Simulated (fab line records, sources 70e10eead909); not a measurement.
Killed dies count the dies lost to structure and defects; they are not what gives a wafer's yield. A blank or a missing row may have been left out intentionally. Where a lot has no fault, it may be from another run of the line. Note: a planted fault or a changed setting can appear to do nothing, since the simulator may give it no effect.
Matching of chambers + flow nand harc + 4 sister chambers for NHARC_A_M0_ETCH_34 on rie diel-09
The step etches the open film in N2/H2, target depth 40 nm, overetch 12 nm, time 43.94 s. 22 wafers are shown with their chamber, then 11 later ones without.

== WAFERS PAIRED WITH THEIR CHAMBERS ==
| wafer  | chamber | rf vpp V (V) | oes product au (a.u.) | throttle valve pct (%) |
|--------|---------|--------------|-----------------------|------------------------|
| L077.1 | 3       | 433.4        | 1.000                 | 14.177                 |
| L077.2 | 0       | 431.6        | 1.003                 | 14.165                 |
| L077.3 | 2       | 427.8        | 1.005                 | 14.179                 |
| L077.4 | 2       | 428.1        | 1.000                 | 14.173                 |
| L077.5 | 3       | 432.3        | 0.989                 | 14.183                 |
| L077.6 | 0       | 431.6        | 0.999                 | 14.180                 |
| L087.2 | 0       | 433.0        | 1.001                 | 14.166                 |
| L087.3 | 2       | 427.7        | 1.003                 | 14.182                 |
| L087.5 | 1       | 429.1        | 1.016                 | 14.182                 |
| L089.4 | 3       | 434.3        | 0.979                 | 14.162                 |
| L089.5 | 1       | 428.4        | 1.008                 | 14.157                 |
| L089.6 | 0       | 433.7        | 0.985                 | 14.180                 |
| L092.1 | 1       | 429.5        | 1.005                 | 14.181                 |
| L092.2 | 3       | 432.8        | 0.988                 | 14.144                 |
| L092.3 | 2       | 428.3        | 0.985                 | 14.166                 |
| L092.4 | 0       | 430.5        | 0.992                 | 14.171                 |
| L092.5 | 0       | 432.1        | 0.996                 | 14.186                 |
| L092.6 | 3       | 433.1        | 0.986                 | 14.177                 |
| L090.2 | 2       | 427.7        | 1.000                 | 14.170                 |
| L090.4 | 3       | 433.0        | 0.989                 | 14.175                 |
| L090.6 | 3       | 434.2        | 1.005                 | 14.161                 |
| L093.1 | 3       | 433.0        | 0.986                 | 14.176                 |

SIGNATURES (means of the wafers above)
| reading            | chamber 0 | chamber 1 | chamber 2 | chamber 3 | scatter within a chamber |
|--------------------|-----------|-----------|-----------|-----------|--------------------------|
| rf vpp V           | 432.083   | 429.000   | 427.920   | 433.262   | 0.768                    |
| oes product au     | 0.99600   | 1.00967   | 0.99860   | 0.99025   | 0.00752                  |
| throttle valve pct | 14.17467  | 14.17333  | 14.17400  | 14.16938  | 0.0108                   |
Rule: a wafer lies at a distance from a chamber equal to the root of the sum of squares, over the readings, of (its reading less the chamber's mean, divided by the reading's scatter). The wafer belongs to the nearest chamber; if the next one is less than 2 further off, it can't be placed. The scatter is the square root of a quotient: the sum, over the shown wafers, of each reading's squared deviation from its chamber's mean, divided by wafers minus chambers.

== WAFERS WITHOUT THEIR CHAMBER ==
| wafer  | rf vpp V (V) | oes product au (a.u.) | throttle valve pct (%) |
|--------|--------------|-----------------------|------------------------|
| L093.3 | 427.3        | 1.003                 | 14.171                 |
| L093.5 | 432.6        | 0.992                 | 14.173                 |
| L095.1 | 429.3        | 1.017                 | 14.175                 |
| L095.4 | 433.5        | 1.014                 | 14.168                 |
| L095.6 | 427.6        | 1.004                 | 14.181                 |
| L096.1 | 428.7        | 1.006                 | 14.162                 |
| L096.2 | 432.5        | 1.010                 | 14.175                 |
| L096.3 | 434.2        | 0.981                 | 14.179                 |
| L096.4 | 429.6        | 1.007                 | 14.173                 |
| L096.5 | 431.7        | 1.005                 | 14.174                 |
| L096.6 | 433.2        | 0.977                 | 14.181                 |

== WHICH CHAMBER EACH ONE RAN IN ==
| wafer  | from the rows above     | in truth |
|--------|-------------------------|----------|
| L093.3 | can't be placed: 2 or 1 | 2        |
| L093.5 | can't be placed: 0 or 3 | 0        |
| L095.1 | can't be placed: 1 or 2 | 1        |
| L095.4 | can't be placed: 0 or 3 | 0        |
| L095.6 | can't be placed: 2 or 1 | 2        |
| L096.1 | can't be placed: 1 or 2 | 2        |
| L096.2 | can't be placed: 0 or 3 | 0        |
| L096.3 | can't be placed: 3 or 0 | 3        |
| L096.4 | can't be placed: 1 or 2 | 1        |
| L096.5 | can't be placed: 0 or 3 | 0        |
| L096.6 | can't be placed: 3 or 0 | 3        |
0 of 11 placed correctly. Can't be placed from these rows: 11 (the true chamber is among the candidates in 11). 0 placed wrongly.
